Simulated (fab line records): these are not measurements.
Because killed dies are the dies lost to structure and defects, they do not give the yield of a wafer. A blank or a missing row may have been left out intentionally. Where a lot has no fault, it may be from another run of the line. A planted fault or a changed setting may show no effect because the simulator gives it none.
Matching of chambers + flow nandHarc + NHARC_A_BONDPAD_DESCUM_11 on rieDiel-11 has 4 sister chambers
The step chemistry O2, time 3 s. 48 wafers are shown with their chamber, then 12 later ones without.

## EACH WAFER AND ITS CHAMBER
| wafer  | chamber | drypumpMotorCurrentA (A) | oesProductAu (a.u.) | rfVppV (V) |
|--------|---------|--------------------------|---------------------|------------|
| L076.2 | 2       | 5.52                     | 0.993               | 56.9       |
| L076.3 | 0       | 5.23                     | 1.004               | 59.1       |
| L076.6 | 1       | 5.57                     | 0.997               | 57.9       |
| L075.2 | 1       | 5.58                     | 1.000               | 57.1       |
| L075.3 | 3       | 5.02                     | 0.993               | 57.4       |
| L075.5 | 1       | 5.58                     | 1.003               | 58.4       |
| L080.1 | 3       | 4.98                     | 1.013               | 58.5       |
| L080.3 | 0       | 5.20                     | 1.019               | 57.5       |
| L080.4 | 1       | 5.59                     | 1.000               | 59.2       |
| L080.2 | 2       | 5.51                     | 1.004               | 57.8       |
| L080.5 | 3       | 4.99                     | 1.012               | 58.2       |
| L080.6 | 0       | 5.25                     | 1.014               | 58.1       |
| L078.2 | 3       | 4.97                     | 1.012               | 57.4       |
| L078.3 | 2       | 5.54                     | 1.008               | 58.2       |
| L078.5 | 1       | 5.55                     | 0.999               | 58.5       |
| L079.3 | 0       | 5.22                     | 1.021               | 58.5       |
| L079.4 | 1       | 5.62                     | 1.005               | 57.2       |
| L079.5 | 0       | 5.23                     | 1.026               | 57.8       |
| L082.2 | 3       | 5.02                     | 1.001               | 58.0       |
| L082.3 | 2       | 5.51                     | 0.998               | 57.3       |
| L082.6 | 2       | 5.48                     | 1.008               | 58.4       |
| L083.1 | 1       | 5.61                     | 1.005               | 57.5       |
| L083.2 | 3       | 5.03                     | 1.000               | 56.0       |
| L083.3 | 0       | 5.23                     | 1.021               | 58.5       |
| L085.2 | 1       | 5.62                     | 1.000               | 57.4       |
| L085.3 | 0       | 5.21                     | 1.011               | 58.5       |
| L085.4 | 3       | 5.03                     | 1.001               | 58.2       |
| L084.3 | 2       | 5.53                     | 1.006               | 58.1       |
| L084.4 | 1       | 5.58                     | 1.014               | 57.5       |
| L084.5 | 2       | 5.52                     | 0.997               | 58.3       |
| L088.2 | 2       | 5.50                     | 1.003               | 58.1       |
| L088.5 | 3       | 5.00                     | 0.998               | 59.7       |
| L088.6 | 0       | 5.23                     | 1.014               | 57.9       |
| L086.1 | 3       | 5.01                     | 1.000               | 57.3       |
| L086.3 | 2       | 5.51                     | 1.001               | 56.8       |
| L086.4 | 1       | 5.60                     | 1.006               | 59.6       |
| L089.1 | 3       | 5.05                     | 1.007               | 57.8       |
| L089.2 | 2       | 5.52                     | 0.995               | 57.0       |
| L089.6 | 1       | 5.56                     | 0.990               | 59.0       |
| L090.2 | 1       | 5.61                     | 0.998               | 58.0       |
| L090.5 | 1       | 5.62                     | 0.986               | 56.8       |
| L090.6 | 0       | 5.25                     | 1.013               | 58.5       |
| L094.3 | 1       | 5.60                     | 0.994               | 58.2       |
| L094.4 | 0       | 5.25                     | 1.007               | 58.1       |
| L094.5 | 0       | 5.25                     | 1.007               | 55.7       |
| L091.2 | 3       | 5.02                     | 1.005               | 58.5       |
| L091.3 | 2       | 5.52                     | 0.995               | 54.8       |
| L091.6 | 1       | 5.60                     | 1.001               | 57.9       |

SIGNATURES, as means of the wafers listed above
| reading              | chamber 0 | chamber 1 | chamber 2 | chamber 3 | scatter within a chamber |
|----------------------|-----------|-----------|-----------|-----------|--------------------------|
| drypumpMotorCurrentA | 5.2318    | 5.5927    | 5.5145    | 5.0109    | 0.0202                   |
| oesProductAu         | 1.01427   | 0.99987   | 1.00073   | 1.00382   | 0.00646                  |
| rfVppV               | 58.018    | 58.013    | 57.427    | 57.909    | 0.914                    |
Rule: for a wafer and a chamber, the distance is found by dividing, reading by reading, the gap between the wafer's reading and the chamber's mean by the reading's scatter, squaring, summing and taking the root. If the next closest chamber is less than 2 further off than the closest, the wafer can't be placed; otherwise it belongs to the closest. The scatter is the square root of a quotient: the sum, over the shown wafers, of each reading's squared deviation from its chamber's mean, divided by wafers minus chambers.

## WAFERS WHOSE CHAMBER IS MISSING
| wafer  | drypumpMotorCurrentA (A) | oesProductAu (a.u.) | rfVppV (V) |
|--------|--------------------------|---------------------|------------|
| L092.2 | 5.59                     | 1.004               | 59.1       |
| L092.3 | 5.54                     | 1.001               | 56.4       |
| L092.6 | 5.54                     | 1.004               | 58.5       |
| L095.1 | 5.23                     | 1.005               | 58.8       |
| L095.2 | 5.53                     | 1.006               | 56.8       |
| L095.4 | 5.00                     | 1.008               | 57.0       |
| L096.3 | 5.54                     | 1.002               | 58.3       |
| L096.5 | 5.53                     | 1.002               | 58.2       |
| L096.6 | 5.22                     | 1.014               | 56.1       |
| L097.2 | 5.51                     | 1.001               | 58.0       |
| L097.5 | 5.21                     | 1.012               | 58.2       |
| L097.6 | 5.58                     | 1.005               | 58.8       |

## WHICH CHAMBER EACH ONE RAN IN
| wafer  | from the rows above     | in truth |
|--------|-------------------------|----------|
| L092.2 | 1                       | 1        |
| L092.3 | can't be placed: 2 or 1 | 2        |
| L092.6 | can't be placed: 2 or 1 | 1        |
| L095.1 | 0                       | 0        |
| L095.2 | 2                       | 2        |
| L095.4 | 3                       | 3        |
| L096.3 | can't be placed: 2 or 1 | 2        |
| L096.5 | can't be placed: 2 or 1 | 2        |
| L096.6 | 0                       | 0        |
| L097.2 | 2                       | 2        |
| L097.5 | 0                       | 0        |
| L097.6 | 1                       | 1        |
Correct placement for 8 of the 12. Can't be placed from these rows: 4 (the true chamber is among the candidates in 4). Wrongly placed: 0.
